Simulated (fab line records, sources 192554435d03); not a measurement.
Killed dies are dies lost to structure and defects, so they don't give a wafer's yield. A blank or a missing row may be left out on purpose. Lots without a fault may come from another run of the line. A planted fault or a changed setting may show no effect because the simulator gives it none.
Split-lot experiment | flow n5_finfet | 7 lots, 39 wafers read, on a route of 1938 steps

THE SPLIT
At N5_BEOL_M12_ILD_DEP_00 (deposits SiOC from DEMS/O2, target thk 658.92 nm, time 130.7 s), the setting time_s was moved away from the recipe's 130.7 s on 15 of the 39 wafers read, by -48.6% to +54.8%. The other wafers ran this setting at the recipe's value.

FROM THE SPLIT TO THE READING: what the file shows between them, 6 steps
- N5_BEOL_M12_THK_MEAS_01
- N5_BEOL_M12_COAT_58: time 60 s, resist thk 89 nm
- N5_BEOL_M12_COAT_04: resist thk 400 nm
- N5_BEOL_M12_DESCUM_15: chemistry O2, time 7.9 s
- N5_BEOL_M12_ETCH_59: etches BARC in N2/H2, target depth 89 nm, overetch 26.7 nm, time 67.9 s
- N5_BEOL_M12_VIA_ETCH_16: etches SiOC in C4F8/O2/Ar, target depth 724.8 nm

THE READING
oes_product_au, in a.u., at N5_BEOL_M12_STRIP_63 (strips in N2/H2). Fault-free wafers of this fab line usually give 0.693 a.u., standard deviation 0.0051 a.u..

wafer  | tool, chamber at the split | time_s as run, s | against the recipe | oes_product_au, a.u. | against lot-mates on the recipe
L080.1 | pecvd-03, 1                | 130.7            | recipe             | 0.691                | -
L080.2 | pecvd-03, 0                | 130.7            | recipe             | 0.700                | -
L080.3 | pecvd-03, 2                | 130.7            | recipe             | 0.690                | -
L080.4 | pecvd-03, 2                | 130.7            | recipe             | 0.691                | -
L080.5 | pecvd-03, 1                | 130.7            | recipe             | 0.707                | -
L080.6 | pecvd-03, 0                | 130.7            | recipe             | 0.687                | -
L079.1 | pecvd-03, 0                | 130.7            | recipe             | 0.691                | -
L079.2 | pecvd-03, 2                | 130.7            | recipe             | 0.690                | -
L079.3 | pecvd-03, 1                | 202.3            | +54.8%             | 0.627                | -0.064
L079.4 | pecvd-03, 0                | 130.7            | recipe             | 0.691                | -
L079.5 | pecvd-03, 2                | 202.3            | +54.8%             | 0.528                | -0.163
L079.6 | pecvd-03, 1                | 202.3            | +54.8%             | 0.562                | -0.129
L081.1 | pecvd-01, 0                | 76.02            | -41.8%             | 0.783                | +0.091
L081.2 | pecvd-01, 2                | 130.7            | recipe             | 0.698                | -
L081.3 | pecvd-01, 1                | 130.7            | recipe             | 0.690                | -
L081.4 | pecvd-01, 1                | 76.02            | -41.8%             | 0.789                | +0.097
L081.5 | pecvd-01, 0                | 130.7            | recipe             | 0.687                | -
L081.6 | pecvd-01, 2                | 76.02            | -41.8%             | 0.788                | +0.096
L084.1 | pecvd-01, 0                | 130.7            | recipe             | 0.690                | -
L084.2 | pecvd-01, 1                | 163.4            | +25.0%             | 0.680                | -0.017
L084.3 | pecvd-01, 2                | 163.4            | +25.0%             | 0.668                | -0.029
L084.4 | pecvd-01, 2                | 130.7            | recipe             | 0.705                | -
L084.5 | pecvd-01, 0                | 130.7            | recipe             | 0.697                | -
L084.6 | pecvd-01, 1                | 163.4            | +25.0%             | 0.675                | -0.022
L089.1 | pecvd-01, 2                | 67.17            | -48.6%             | 0.810                | +0.121
L089.2 | pecvd-01, 0                | 130.7            | recipe             | 0.690                | -
L089.3 | pecvd-01, 1                | 130.7            | recipe             | 0.690                | -
L089.4 | pecvd-01, 0                | 130.7            | recipe             | 0.686                | -
L089.5 | pecvd-01, 2                | 67.17            | -48.6%             | 0.815                | +0.126
L089.6 | pecvd-01, 1                | 67.17            | -48.6%             | 0.810                | +0.121
L090.1 | pecvd-01, 1                | 130.7            | recipe             | 0.691                | -
L090.2 | pecvd-01, 0                | 130.7            | recipe             | 0.685                | -
L090.3 | pecvd-01, 2                | 130.7            | recipe             | 0.692                | -
L095.1 | pecvd-03, 2                | 70.5             | -46.1%             | 0.810                | +0.122
L095.2 | pecvd-03, 0                | 70.5             | -46.1%             | 0.822                | +0.134
L095.3 | pecvd-03, 1                | 130.7            | recipe             | 0.686                | -
L095.4 | pecvd-03, 2                | 70.5             | -46.1%             | 0.808                | +0.120
L095.5 | pecvd-03, 1                | 130.7            | recipe             | 0.687                | -
L095.6 | pecvd-03, 0                | 130.7            | recipe             | 0.692                | -

THE FIT
A straight line over all 39 wafers: oes_product_au changes by -0.00224 a.u. for each +1% of time_s; r = -0.96; the points scatter about the line by 0.017 a.u..
The same after taking each lot's own level away (the mean of its wafers on the recipe; 39 wafers): -0.00228 a.u. for each +1%; r = -0.97; scatter 0.016 a.u..
On that fit, the largest move of time_s shifts the reading by 0.12 a.u..
The lots' own levels span 0.6883 to 0.6973 a.u., that is 1.8 times the standard deviation above.
So the lot-to-lot level changes the slope little: the two slopes agree.
Check: with one of the wafers moved furthest among these (+54.8%) left out of the fit, the line predicts -0.129 a.u. for it against its lot-mates. It came out at -0.0637 a.u. against them.

THE WHOLE CHAIN: every reading that the file lists as answering this split, in the file's order
step                    | what it does                                                   | reading                                                                             | change (the file's fit)                   | r (the file's)
N5_BEOL_M12_ILD_DEP_00  | deposits SiOC from DEMS/O2, target thk 658.92 nm, time 130.7 s | SiOC_of_BEOL_M12_ILD_DEP_00.thk_nm (the simulator's own value, which no gauge read) | +6.61 nm for each +1% of the setting      | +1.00
N5_BEOL_M12_THK_MEAS_01 |                                                                | M12_ILD_THK                                                                         | +6.61 for each +1% of the setting         | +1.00
N5_BEOL_M12_VIA_ETCH_16 | etches SiOC in C4F8/O2/Ar, target depth 724.8 nm               | etch.depth_nm (the simulator's own value, which no gauge read)                      | +6.61 nm for each +1% of the setting      | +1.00
N5_BEOL_M12_VIA_ETCH_16 | etches SiOC in C4F8/O2/Ar, target depth 724.8 nm               | coat_of_BEOL_M12_COAT_04.thk_nm (the simulator's own value, which no gauge read)    | -1.92 nm for each +1% of the setting      | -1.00
N5_BEOL_M12_STRIP_63    | strips in N2/H2                                                | oes_product_au                                                                      | -0.00231 a.u. for each +1% of the setting | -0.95
N5_BEOL_M12_STRIP_63    | strips in N2/H2                                                | strip_time_to_endpoint_s                                                            | withheld for each +1% of the setting      | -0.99

THE FILE'S OWN FIT
oes_product_au changes by -0.00231 a.u. for each +1% of time_s, r = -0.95.
